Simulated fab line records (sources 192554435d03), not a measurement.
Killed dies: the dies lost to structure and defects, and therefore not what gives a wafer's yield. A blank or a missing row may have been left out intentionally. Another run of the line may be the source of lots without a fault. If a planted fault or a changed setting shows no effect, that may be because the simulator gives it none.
fab line records -- flow n5-finfet
record lots=10, wafers=30, last-day=17
route steps=1938 shown BEOL_M14@1764 BEOL_M15@1788
lots with no fault: from the same line, run without faults
start-h: hours from the record's opening day to when the first of the lot's shown wafers began -- wait-h: hours from the lot's prior step to this one -- " repeats the value in the row above -- L1.1+2: several wafers, shown together as one row -- - value missing, or start not given -- * or withheld: withheld -- < > ~ a bound
route shown NAME@n: NAME is a module with steps in the file, n the number in the route of the first one -- usual: the fault-free wafers' mean and standard deviation -- same: alike in all rows -- chamber/n: place in a boat -- sites: per-site readings -- _std_site: the values' standard deviation -- _edge_site: inner sites' mean taken away from outer sites' mean -- radius-mm: how far each site lies from the wafer's centre -- mask NAME#n: copy n -- behind: the tool/chamber that last shaped the wafer -- hold: cause of the lot's hold/its duration in hours/its outcome -- device: which transistor (n, p or np) failed to switch -- end of line: the route-end tests of the same wafers -- a step given without rows: its recipe and nothing more -- killed: the dies lost at the first sort to structure and to defects; this is not the yield of the wafer -- map: the dies of a wafer, with x for killed, . for not killed, _ for no die there
set.NAME: the setting as run; set.NAME@STEP: as run at that earlier step -- model.NAME: the simulator's own value behind a step, which no gauge read
steps of the route over a sample of lots; a table a step, a row a wafer
services: when a tool's chamber went out of use (start-h, in hours from the record's first day, below 0 if earlier), for how many hours, and the reason
## steps
# step N5_BEOL_M14_SPUTTER_45
# recipe material=Cu, target-thk-a=1000, temp-c=-20, bias-v=60, power-w=26000, chamber-pressure-pa=0.13, time-s=16.67
# usual cathode-dc-power-W=26000/4.6, throttle-valve-pct=29.6/1.1
lot.wafer,tool,chamber,start-h,wait-h,cathode-dc-power-W,throttle-valve-pct
L387.1,pvd-sputter-01,-,263.81,0.0,26007,29.1
L387.2,pvd-sputter-01,-,263.81,0.0,25998,31.0
L387.3,pvd-sputter-01,-,263.81,0.0,25995,28.6
L390.3,pvd-sputter-02,-,266.47,0.0,26010,29.1
L390.5,pvd-sputter-02,-,266.47,0.0,26005,29.0
L390.6,pvd-sputter-02,-,266.47,0.0,25999,29.5
L389.3,pvd-sputter-03,-,269.78,0.0,25997,31.8
L389.4,pvd-sputter-03,-,269.78,0.0,26004,28.1
L389.5,pvd-sputter-03,-,269.78,0.0,25993,28.0
L393.2,pvd-sputter-01,-,282.78,0.0,25995,29.0
L393.4,pvd-sputter-01,-,282.78,0.0,25993,31.0
L393.6,pvd-sputter-01,-,282.78,0.0,26002,29.2
L392.1,pvd-sputter-01,-,284.30,0.0,26006,28.7
L392.3,pvd-sputter-01,-,284.30,0.0,26001,30.7
L392.4,pvd-sputter-01,-,284.30,0.0,26001,29.4
L394.2,pvd-sputter-01,-,292.05,0.0,26003,29.0
L394.5,pvd-sputter-01,-,292.05,0.0,25997,29.4
L394.6,pvd-sputter-01,-,292.05,0.0,25993,28.9
L404.2,pvd-sputter-01,-,370.96,0.0,25999,30.7
L404.3,pvd-sputter-01,-,370.96,0.0,25996,28.8
L404.5,pvd-sputter-01,-,370.96,0.0,26004,28.8
L406.4,pvd-sputter-03,-,373.44,0.0,26007,31.5
L406.5,pvd-sputter-03,-,373.44,0.0,26007,27.9
L406.6,pvd-sputter-03,-,373.44,0.0,25994,29.6
L407.1,pvd-sputter-01,-,382.70,0.0,26003,28.7
L407.3,pvd-sputter-01,-,382.70,0.0,26001,28.5
L407.5,pvd-sputter-01,-,382.70,0.0,25993,28.9
L408.3,pvd-sputter-01,-,385.24,0.0,25999,28.4
L408.4,pvd-sputter-01,-,385.24,0.0,26001,30.7
L408.5,pvd-sputter-01,-,385.24,0.0,25998,28.7
# step N5_BEOL_M14_ANNEAL_48
# recipe temp-c=225, time-s=90, ambient=N2
# usual anneal-temp-c=224.95/0.18, wafer_temp_C_max=226.0/0.35
lot.wafer,tool,chamber,start-h,wait-h,anneal-temp-c,wafer_temp_C_max
L387.1,rtp-anneal-01,0,264.12,0.1,224.96,225.7
L387.2,rtp-anneal-01,0,264.12,0.1,224.71,225.7
L387.3,rtp-anneal-01,0,264.12,0.1,225.01,225.5
L390.3,rtp-anneal-01,0,267.40,0.7,224.74,226.1
L390.5,rtp-anneal-01,0,267.40,0.7,224.71,226.0
L390.6,rtp-anneal-01,0,267.40,0.7,225.01,226.0
L389.3,rtp-anneal-01,0,270.19,0.2,225.00,225.7
L389.4,rtp-anneal-01,0,270.19,0.2,224.67,225.7
L389.5,rtp-anneal-01,0,270.19,0.2,225.09,226.1
L393.2,rtp-anneal-01,0,283.21,0.3,225.12,225.8
L393.4,rtp-anneal-01,0,283.21,0.3,224.95,225.6
L393.6,rtp-anneal-01,0,283.21,0.3,224.87,225.8
L392.1,rtp-anneal-01,0,284.60,0.1,224.67,225.4
L392.3,rtp-anneal-01,0,284.60,0.1,224.67,225.6
L392.4,rtp-anneal-01,0,284.60,0.1,225.05,225.4
L394.2,rtp-anneal-01,0,292.40,0.2,224.92,225.6
L394.5,rtp-anneal-01,0,292.40,0.2,224.98,226.0
L394.6,rtp-anneal-01,0,292.40,0.2,224.73,225.9
L404.2,rtp-anneal-01,0,371.34,0.2,225.01,225.9
L404.3,rtp-anneal-01,0,371.34,0.2,225.11,225.8
L404.5,rtp-anneal-01,0,371.34,0.2,225.22,225.6
L406.4,rtp-anneal-01,0,373.93,0.3,225.37,225.9
L406.5,rtp-anneal-01,0,373.93,0.3,225.31,225.9
L406.6,rtp-anneal-01,0,373.93,0.3,225.27,225.6
L407.1,rtp-anneal-01,0,383.01,0.1,224.71,225.8
L407.3,rtp-anneal-01,0,383.01,0.1,225.01,225.7
L407.5,rtp-anneal-01,0,383.01,0.1,224.83,225.5
L408.3,rtp-anneal-02,0,385.64,0.2,225.08,226.1
L408.4,rtp-anneal-02,0,385.64,0.2,225.03,225.9
L408.5,rtp-anneal-02,0,385.64,0.2,225.08,226.6
# step N5_BEOL_M15_VIA_ETCH_16
# recipe chemistry=C4F8/O2/Ar, target=SiO2, he-inner-torr=15, he-outer-torr=30, target-depth-a=17922, time-s=withheld, ion-energy-ev=800, pressure-mtorr=20, source-w=1905, bias-w=2040, Ar_flow_sccm=400, C4F8_flow_sccm=16, O2_flow_sccm=12, ends=cleared
# usual C4F8_flow_sccm=16.00/0.047, drypump-motor-current-A=5.9/0.38, he-outer-torr=29.99/0.058, oes-product-au=0.72/0.095, rf-vpp-V=2224/31, showerhead-plenum-p-Torr=3.44/0.13, throttle-valve-pct=30.9/0.32
lot.wafer,tool,chamber,start-h,wait-h,C4F8_flow_sccm,drypump-motor-current-A,he-outer-torr,oes-product-au,rf-vpp-V,showerhead-plenum-p-Torr,throttle-valve-pct
L387.1,rie-diel-01,3,265.76,0.0,16.04,5.6,30.10,0.63,2214,3.56,31.3
L387.2,rie-diel-01,0,265.76,0.0,15.99,6.2,29.87,0.63,2218,3.27,31.2
L387.3,rie-diel-01,1,265.76,0.0,15.99,6.1,29.99,0.62,2223,3.39,31.1
L390.3,rie-diel-05,1,268.94,0.0,15.98,6.1,29.92,0.65,2203,3.42,30.7
L390.5,rie-diel-05,0,268.94,0.0,15.99,6.4,29.98,0.82,2216,3.62,31.1
L390.6,rie-diel-05,3,268.94,0.0,15.95,6.1,29.97,0.60,2279,3.53,31.0
L389.3,rie-diel-06,3,271.74,0.0,16.05,6.2,29.92,0.65,2220,3.41,31.4
L389.4,rie-diel-06,3,271.74,0.0,16.00,6.2,29.94,0.65,2221,3.41,31.4
L389.5,rie-diel-06,2,271.74,0.0,15.97,5.6,30.06,0.70,2192,3.17,31.0
L393.2,rie-diel-05,0,284.85,0.0,15.95,6.4,29.97,0.81,2217,3.62,31.1
L393.4,rie-diel-05,1,284.85,0.0,15.97,6.0,30.08,0.65,2204,3.42,30.7
L393.6,rie-diel-05,1,284.85,0.0,15.97,6.0,30.00,0.65,2202,3.42,30.7
L392.1,rie-diel-06,0,286.19,0.0,15.93,5.7,29.99,0.65,2189,3.43,31.1
L392.3,rie-diel-06,2,286.19,0.0,16.04,5.7,29.97,0.70,2192,3.17,31.1
L392.4,rie-diel-06,3,286.19,0.0,15.98,6.2,29.99,0.64,2221,3.41,31.4
L394.2,rie-diel-06,3,294.00,0.0,15.98,6.2,29.95,0.63,2221,3.41,31.4
L394.5,rie-diel-06,1,294.00,0.0,16.00,5.2,29.86,0.85,2201,3.36,30.2
L394.6,rie-diel-06,0,294.00,0.0,16.00,5.7,29.93,0.65,2190,3.43,31.1
L404.2,rie-diel-05,1,372.92,0.0,15.95,6.1,30.00,0.63,2201,3.40,30.7
L404.3,rie-diel-05,0,372.92,0.0,15.98,6.5,29.98,0.76,2216,3.60,31.1
L404.5,rie-diel-05,1,372.92,0.0,15.98,6.0,29.97,0.63,2201,3.40,30.7
L406.4,rie-diel-05,2,375.54,0.0,15.97,6.2,29.98,0.81,2292,3.64,30.4
L406.5,rie-diel-05,2,375.54,0.0,16.09,6.2,30.09,0.81,2294,3.64,30.4
L406.6,rie-diel-05,3,375.54,0.0,15.95,6.2,30.07,0.88,2276,3.52,30.9
L407.1,rie-diel-01,0,384.78,0.0,15.98,6.2,29.98,0.82,2255,3.66,30.7
L407.3,rie-diel-01,1,384.78,0.0,15.94,6.1,29.96,0.81,2221,3.37,30.9
L407.5,rie-diel-01,0,384.78,0.0,16.02,6.2,30.03,0.83,2254,3.66,30.7
L408.3,rie-diel-01,0,387.21,0.0,15.97,6.2,30.03,0.82,2255,3.66,30.7
L408.4,rie-diel-01,1,387.21,0.0,15.97,6.1,29.98,0.81,2220,3.37,30.9
L408.5,rie-diel-01,2,387.21,0.0,16.04,5.2,30.05,0.74,2238,3.33,30.9
# step N5_BEOL_M15_STRIP_64
# recipe chemistry=O2, power-w=600, temp-c=60, pressure-mtorr=30, rf-frequency-hz=6e+07, bias-power-w=0, overash-fraction=0.3, o2-flow-sccm=225
# usual chamber-pressure-mTorr=30.001/0.028, drypump-motor-current-A=5.9/0.38, oes-product-au=0.79/0.1, rf-vpp-V=3.7/0.51, showerhead-plenum-p-Torr=2.10/0.087, throttle-valve-pct=16.69/0.28
lot.wafer,tool,chamber,start-h,wait-h,chamber-pressure-mTorr,drypump-motor-current-A,oes-product-au,rf-hours-counter-h,rf-vpp-V,showerhead-plenum-p-Torr,throttle-valve-pct
L387.1,rie-diel-01,0,266,-,29.961,6.2,0.71,234,3.7,1.98,16.85
L387.2,rie-diel-01,1,266,-,29.991,6.1,0.69,238,3.5,2.06,16.94
L387.3,rie-diel-01,3,266,-,30.000,5.6,0.70,216,4.4,2.17,16.97
L390.3,rie-diel-05,1,269,-,29.981,6.1,0.72,193,3.4,2.07,16.54
L390.5,rie-diel-05,0,269,-,29.980,6.4,0.90,-,3.3,2.22,16.75
L390.6,rie-diel-05,3,269,-,29.953,6.2,0.66,-,3.4,2.16,16.96
L389.3,rie-diel-06,3,272,-,30.008,6.2,0.73,190,3.2,2.08,17.12
L389.4,rie-diel-06,3,272,-,30.008,6.2,0.73,-,3.3,2.08,17.13
L389.5,rie-diel-06,2,272,-,30.049,5.6,0.77,-,3.8,1.92,16.83
L393.2,rie-diel-05,0,285,-,29.985,6.4,0.88,26,4.6,2.22,16.76
L393.4,rie-diel-05,1,285,-,30.016,6.0,0.72,199,2.8,2.07,16.54
L393.6,rie-diel-05,1,285,-,29.991,6.0,0.71,-,4.5,2.07,16.54
L392.1,rie-diel-06,0,286,-,30.048,5.7,0.73,192,4.1,2.06,16.79
L392.3,rie-diel-06,2,286,-,30.039,5.6,0.76,167,3.9,1.92,16.82
L392.4,rie-diel-06,3,286,-,30.005,6.2,0.73,195,3.2,2.08,17.15
L394.2,rie-diel-06,3,294,-,29.973,6.2,0.72,197,3.2,2.08,17.12
L394.5,rie-diel-06,1,294,-,30.021,5.2,0.96,-,3.4,2.06,16.15
L394.6,rie-diel-06,0,294,-,29.965,5.7,0.73,-,3.6,2.06,16.78
L404.2,rie-diel-05,1,373,-,20.971,6.0,0.70,227,3.9,2.06,16.59
L404.3,rie-diel-05,0,373,-,20.969,6.4,0.84,54,3.2,2.21,16.83
L404.5,rie-diel-05,1,373,-,20.964,6.0,0.70,-,2.7,2.06,16.60
L406.4,rie-diel-05,2,375,-,21.028,6.2,0.89,32,4.1,2.23,16.18
L406.5,rie-diel-05,2,375,-,21.054,6.2,0.90,-,3.9,2.23,16.20
L406.6,rie-diel-05,3,375,-,21.044,6.1,0.96,-,3.7,2.15,16.58
L407.1,rie-diel-01,0,385,-,30.014,6.2,0.91,10,4.1,2.24,16.36
L407.3,rie-diel-01,1,385,-,29.999,6.1,0.91,21,4.6,2.05,16.53
L407.5,rie-diel-01,0,385,-,30.012,6.2,0.92,-,4.4,2.24,16.38
L408.3,rie-diel-01,0,387,-,30.042,6.2,0.92,11,4.1,2.23,16.35
L408.4,rie-diel-01,1,387,-,30.019,6.1,0.92,21,3.8,2.05,16.56
L408.5,rie-diel-01,2,387,-,30.000,5.2,0.81,-,3.4,2.04,16.64
## services
tool,chamber,start-h,hours,kind
rie-diel-05,1,244.64,5.5,repair
rie-diel-01,0,249.43,3.8,repair
rie-diel-05,2,250.16,-,clean
rie-diel-05,2,250.16,-,consumable-replace:focus-ring
rie-diel-05,2,250.16,-,consumable-replace:showerhead
rie-diel-05,2,250.16,21.8,scheduled-down
rie-diel-05,2,250.16,21.8,vent-cycle
rie-diel-06,1,259.30,-,clean
rie-diel-06,1,259.30,-,consumable-replace:focus-ring
rie-diel-06,1,259.30,16.3,scheduled-down
rie-diel-06,1,259.30,16.3,vent-cycle
rie-diel-01,2,265.90,16.8,repair
rie-diel-05,3,298.74,-,clean
rie-diel-05,3,298.74,-,consumable-replace:focus-ring
rie-diel-05,3,298.74,22.1,scheduled-down
rie-diel-05,3,298.74,22.1,vent-cycle
rie-diel-01,1,303.50,-,clean
rie-diel-01,1,303.50,-,consumable-replace:focus-ring
pvd-sputter-02,-,322.06,8.6,repair
rtp-anneal-02,-,350.01,2.3,pm
pvd-sputter-02,-,354.74,5.9,repair
pvd-sputter-03,-,364.90,3.4,repair
rie-diel-05,-,370.65,0.8,repair
rie-diel-06,2,372.79,4.4,repair
## key
first-sign step=N5_BEOL_M15_STRIP_64, reading=chamber-pressure-mTorr, direction=down, sigmas=99+, usual=*, struck=*
effect none on later readings
met-at N5_BEOL_M15_STRIP_64
struck-lots L404,L406
not-acting-at N5_BEOL_M14_SPUTTER_45,N5_BEOL_M14_ANNEAL_48,N5_BEOL_M15_VIA_ETCH_16
onset-between 285 373
fault kind=process-parameter-drift, tool=rie-diel-05, chamber=-, onset-h=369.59, steps=N5_BEOL_M15_STRIP_64, channel=pressure-mtorr, offset=*, shape=step, end-h=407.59, acts-in=*, stated=*
